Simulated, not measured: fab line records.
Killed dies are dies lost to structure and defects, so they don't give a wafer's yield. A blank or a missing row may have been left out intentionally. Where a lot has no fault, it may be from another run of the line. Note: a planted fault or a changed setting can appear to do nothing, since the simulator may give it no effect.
Which tool is to blame? | flow nand_harc | 14 lots with 42 wafers sampled at 4 steps, on a route of 1302 steps

## WHAT THE GAUGES READ, wafer by wafer
The record holds no reading of a measuring or inspecting step that can be judged against a usual standard deviation.

## TOOL THAT RAN EACH LOT (tool first, then ch and the chambers of the sampled wafers, then the start)
lot  | NHARC_A_CHANNEL_HOLE_D1_ETCH_24  | NHARC_A_CHANNEL_HOLE_D1_ETCH_26  | NHARC_A_CHANNEL_HOLE_D1_ETCH_33  | NHARC_A_CHANNEL_HOLE_D1_ETCH_44
L916 | har_etch-01 ch 0,1, day 9 09:43  | har_etch-01 ch 0,1, day 9 11:17  | har_etch-01 ch 0,1, day 9 11:28  | rie_diel-13 ch 0,3, day 9 12:14
L917 | har_etch-02 ch 0,1, day 9 15:09  | har_etch-02 ch 0,1, day 9 16:47  | har_etch-02 ch 0,1, day 9 16:59  | rie_diel-13 ch 0,2,3, day 9 17:44
L918 | har_etch-01 ch 0,1, day 9 16:41  | har_etch-01 ch 0,1, day 9 18:08  | har_etch-01 ch 0,1, day 9 18:20  | rie_diel-13 ch 0,1, day 9 19:01
L919 | har_etch-02 ch 0,1, day 10 08:55 | har_etch-02 ch 0,1, day 10 10:34 | har_etch-02 ch 0,1, day 10 10:46 | rie_diel-13 ch 1,2,3, day 10 11:31
L922 | har_etch-02 ch 1, day 11 21:32   | har_etch-02 ch 1, day 11 23:11   | har_etch-02 ch 1, day 11 23:23   | rie_diel-05 ch 0,3, day 12 00:08
L924 | har_etch-02 ch 0,1, day 12 12:28 | har_etch-02 ch 0,1, day 12 15:59 | har_etch-02 ch 0,1, day 12 16:10 | rie_diel-06 ch 0,1,2, day 12 16:53
L925 | har_etch-02 ch 1, day 12 22:37   | har_etch-02 ch 1, day 13 00:16   | har_etch-02 ch 1, day 13 00:28   | rie_diel-13 ch 0,1,2, day 13 01:14
L929 | har_etch-02 ch 0,1, day 14 12:46 | har_etch-02 ch 0,1, day 14 14:19 | har_etch-02 ch 0,1, day 14 14:31 | rie_diel-13 ch 1,2,3, day 14 15:15
L932 | har_etch-02 ch 0,1, day 15 06:40 | har_etch-02 ch 0,1, day 15 08:19 | har_etch-02 ch 0,1, day 15 08:31 | rie_diel-05 ch 0,2, day 15 09:20
L931 | har_etch-01 ch 0,1, day 15 09:32 | har_etch-01 ch 0,1, day 15 11:05 | har_etch-01 ch 0,1, day 15 11:17 | rie_diel-06 ch 1,2,3, day 15 12:00
L934 | har_etch-02 ch 0,1, day 16 09:11 | har_etch-02 ch 0,1, day 16 10:49 | har_etch-02 ch 0,1, day 16 11:01 | rie_diel-13 ch 0,2, day 16 11:46
L936 | har_etch-01 ch 0,1, day 17 13:14 | har_etch-01 ch 0,1, day 17 14:42 | har_etch-01 ch 0,1, day 17 14:53 | rie_diel-13 ch 0,1,3, day 17 15:35
L937 | har_etch-01 ch 0,1, day 17 17:16 | har_etch-01 ch 0,1, day 17 18:48 | har_etch-01 ch 0,1, day 17 18:59 | rie_diel-06 ch 0,2,3, day 17 19:43
L938 | har_etch-02 ch 0,1, day 18 00:06 | har_etch-02 ch 0,1, day 18 01:32 | har_etch-02 ch 0,1, day 18 01:44 | rie_diel-13 ch 0,3, day 18 02:25
- NHARC_A_CHANNEL_HOLE_D1_ETCH_24: etches the open film in C4F8/O2/Ar, time 906.2 s, target depth 1500 nm.
- NHARC_A_CHANNEL_HOLE_D1_ETCH_26: etches the open film in C4F8/O2/Ar, time 224.1 s, target depth 300 nm.
- NHARC_A_CHANNEL_HOLE_D1_ETCH_33: etches the open film in C4F8/O2/Ar, time 90 s, target depth 400 nm.
- NHARC_A_CHANNEL_HOLE_D1_ETCH_44: etches the open film in CF4/O2, target depth 140 nm, overetch 14 nm, time 77 s.

## WHAT THE TOOLS THEMSELVES READ (means of the sampled wafers that have a number; where no wafer has one, the mark that the record gives instead)
NHARC_A_CHANNEL_HOLE_D1_ETCH_24.
lot  | tool        | c4f8_flow_sccm (sccm) | chamber_pressure_mTorr (mTorr) | drypump_motor_current_A (A) | oes_air_line_au (a.u.) | showerhead_plenum_p_Torr (Torr) | throttle_valve_pct (%)
L916 | har_etch-01 | 94.01                 | 20.008                         | 6.3                         | 1.007                  | 3.72                            | 32.243
L917 | har_etch-02 | 93.86                 | 20.014                         | 5.7                         | 0.998                  | 3.66                            | 32.230
L918 | har_etch-01 | 93.40                 | 20.001                         | 5.9                         | 0.999                  | 3.72                            | 32.243
L919 | har_etch-02 | 93.67                 | 20.018                         | 5.3                         | 0.998                  | 3.70                            | 32.241
L922 | har_etch-02 | 93.85                 | 20.011                         | 6.2                         | 1.005                  | 3.59                            | 32.230
L924 | har_etch-02 | 93.77                 | 20.002                         | 5.3                         | 1.000                  | 3.68                            | 32.225
L925 | har_etch-02 | 93.74                 | 19.982                         | 6.1                         | 0.997                  | 3.59                            | 32.231
L929 | har_etch-02 | 93.66                 | 20.014                         | 5.3                         | 1.005                  | 3.67                            | 32.234
L932 | har_etch-02 | 93.89                 | 19.977                         | 5.3                         | 1.000                  | 3.66                            | 32.239
L931 | har_etch-01 | 93.89                 | 19.983                         | 5.8                         | 0.979                  | 3.68                            | 32.234
L934 | har_etch-02 | 93.93                 | 19.997                         | 5.7                         | 0.968                  | 3.61                            | 32.245
L936 | har_etch-01 | 93.73                 | 19.998                         | 6.3                         | 0.991                  | 3.66                            | 32.237
L937 | har_etch-01 | 94.08                 | 20.000                         | 6.3                         | 1.014                  | 3.66                            | 32.233
L938 | har_etch-02 | 93.71                 | 19.988                         | 5.3                         | 0.993                  | 3.77                            | 32.234

NHARC_A_CHANNEL_HOLE_D1_ETCH_26.
lot  | tool        | bias_v (V) | c4f8_flow_sccm (sccm) | drypump_motor_current_A (A) | oes_air_line_au (a.u.) | showerhead_plenum_p_Torr (Torr) | throttle_valve_pct (%)
L916 | har_etch-01 | 299.8      | 11.40                 | 6.3                         | 1.017                  | 3.78                            | 24.580
L917 | har_etch-02 | 300.4      | 11.43                 | 5.7                         | 1.003                  | 3.71                            | 24.586
L918 | har_etch-01 | 297.9      | 11.42                 | 5.8                         | 0.995                  | 3.77                            | 24.584
L919 | har_etch-02 | 302.5      | 11.40                 | 5.3                         | 0.999                  | 3.75                            | 24.589
L922 | har_etch-02 | 295.8      | 11.39                 | 6.2                         | 0.995                  | 3.64                            | 24.574
L924 | har_etch-02 | 299.7      | 11.41                 | 5.3                         | 0.981                  | 3.73                            | 24.580
L925 | har_etch-02 | 299.8      | 11.43                 | 6.2                         | 1.029                  | 3.63                            | 24.577
L929 | har_etch-02 | 300.2      | 11.41                 | 5.3                         | 0.985                  | 3.72                            | 24.587
L932 | har_etch-02 | 299.1      | 11.45                 | 5.3                         | 0.994                  | 3.71                            | 24.583
L931 | har_etch-01 | 298.2      | 11.40                 | 5.8                         | 0.997                  | 3.73                            | 24.591
L934 | har_etch-02 | 297.1      | 11.40                 | 5.7                         | 0.993                  | 3.66                            | 24.588
L936 | har_etch-01 | 297.2      | 11.38                 | 6.3                         | 0.992                  | 3.71                            | 24.593
L937 | har_etch-01 | 300.9      | 11.38                 | 6.3                         | 1.001                  | 3.71                            | 24.573
L938 | har_etch-02 | 301.8      | 11.40                 | 5.3                         | 1.003                  | 3.82                            | 24.595

NHARC_A_CHANNEL_HOLE_D1_ETCH_33.
lot  | tool        | bias_v (V) | c4f8_flow_sccm (sccm) | drypump_motor_current_A (A) | oes_air_line_au (a.u.) | showerhead_plenum_p_Torr (Torr) | throttle_valve_pct (%)
L916 | har_etch-01 | 400        | 41.66                 | 6.3                         | 0.973                  | 3.77                            | 27.611
L917 | har_etch-02 | 399        | 41.61                 | 5.7                         | 0.995                  | 3.70                            | 27.621
L918 | har_etch-01 | 401        | 41.72                 | 5.9                         | 1.002                  | 3.77                            | 27.619
L919 | har_etch-02 | 399        | 41.63                 | 5.3                         | 1.008                  | 3.75                            | 27.617
L922 | har_etch-02 | 396        | 41.80                 | 6.2                         | 1.006                  | 3.63                            | 27.620
L924 | har_etch-02 | -          | -                     | -                           | -                      | -                               | -
L925 | har_etch-02 | -          | -                     | -                           | -                      | -                               | -
L929 | har_etch-02 | 400        | 41.73                 | 5.3                         | 0.995                  | 3.71                            | 27.624
L932 | har_etch-02 | 404        | 41.70                 | 5.3                         | 1.008                  | 3.70                            | 27.625
L931 | har_etch-01 | 393        | 41.70                 | 5.9                         | 0.969                  | 3.72                            | 27.617
L934 | har_etch-02 | 399        | 41.78                 | 5.7                         | 1.000                  | 3.65                            | 27.633
L936 | har_etch-01 | 400        | 41.78                 | 6.3                         | 0.981                  | 3.70                            | 27.622
L937 | har_etch-01 | 396        | 41.61                 | 6.3                         | 1.006                  | 3.70                            | 27.622
L938 | har_etch-02 | 399        | 41.69                 | 5.3                         | 1.011                  | 3.82                            | 27.617

NHARC_A_CHANNEL_HOLE_D1_ETCH_44.
lot  | tool        | bias_w (W) | cf4_flow_sccm (sccm) | drypump_motor_current_A (A) | oes_product_au (a.u.) | rf_vpp_V (V) | showerhead_plenum_p_Torr (Torr) | throttle_valve_pct (%)
L916 | rie_diel-13 | 100.11     | 79.97                | 5.4                         | 0.990                 | 198.5        | 1.34                            | 13.399
L917 | rie_diel-13 | 100.06     | 80.42                | 5.7                         | 0.985                 | 198.6        | 1.34                            | 13.396
L918 | rie_diel-13 | 99.80      | 79.85                | 6.1                         | 0.999                 | 197.6        | 1.32                            | 13.398
L919 | rie_diel-13 | 100.03     | 80.17                | 6.0                         | 1.006                 | 198.2        | 1.34                            | 13.397
L922 | rie_diel-05 | 99.83      | 80.13                | 5.6                         | 1.022                 | 197.3        | 1.31                            | 13.396
L924 | rie_diel-06 | 100.26     | 80.06                | 5.7                         | 0.995                 | 197.5        | 1.35                            | 13.399
L925 | rie_diel-13 | 99.72      | 80.08                | 6.1                         | 0.990                 | 197.1        | 1.31                            | 13.394
L929 | rie_diel-13 | 99.94      | 80.00                | 6.0                         | 0.997                 | 197.6        | 1.34                            | 13.383
L932 | rie_diel-05 | 100.29     | 80.13                | 5.6                         | 1.022                 | 197.9        | 1.35                            | 13.396
L931 | rie_diel-06 | 99.91      | 79.84                | 5.4                         | 0.995                 | 197.7        | 1.34                            | 13.393
L934 | rie_diel-13 | 99.63      | 79.99                | 6.0                         | 1.012                 | 197.8        | 1.31                            | 13.390
L936 | rie_diel-13 | 100.25     | 80.17                | 5.7                         | 0.993                 | 198.2        | 1.34                            | 13.395
L937 | rie_diel-06 | 99.86      | 79.98                | 5.5                         | 0.998                 | 197.9        | 1.34                            | 13.398
L938 | rie_diel-13 | 100.15     | 79.68                | 5.4                         | 1.010                 | 198.7        | 1.33                            | 13.396

## THE ANSWER, worked out from the rows above alone
Rule: usual is defined by the lots themselves. The widest of any qualifying gaps counts: lots, ordered by their means at a reading, are off when they make up no more than a third of the lots, leave a main group of 4 or more, and stand apart from it by 3 or more times the standard deviation of that group's means. A main group is skipped when, at the precision printed for the reading in the tables above, its means are all equal. Also off: a lot with no number at a reading for which 4 or more lots have one. Where the step has rows for the other lots, those lots are counted as sound. After the gauges, taken in route order, come the tools' own readings; for these a lot's mean is taken, as printed above. At the first step where some lot is off, the reading lying furthest off is the one used; lots without a number count as furthest.
Off: L924, L925 (NHARC_A_CHANNEL_HOLE_D1_ETCH_33, bias_v). Without a number there: L924, L925. Mean 399 V and standard deviation 2.7 in the main group.
A tool fits if, at that step or a process step before it, it ran every lot that is off, and no sound lot after the first of them. No candidate that was tried fits.

## WHAT THE SIMULATOR HAD PUT IN
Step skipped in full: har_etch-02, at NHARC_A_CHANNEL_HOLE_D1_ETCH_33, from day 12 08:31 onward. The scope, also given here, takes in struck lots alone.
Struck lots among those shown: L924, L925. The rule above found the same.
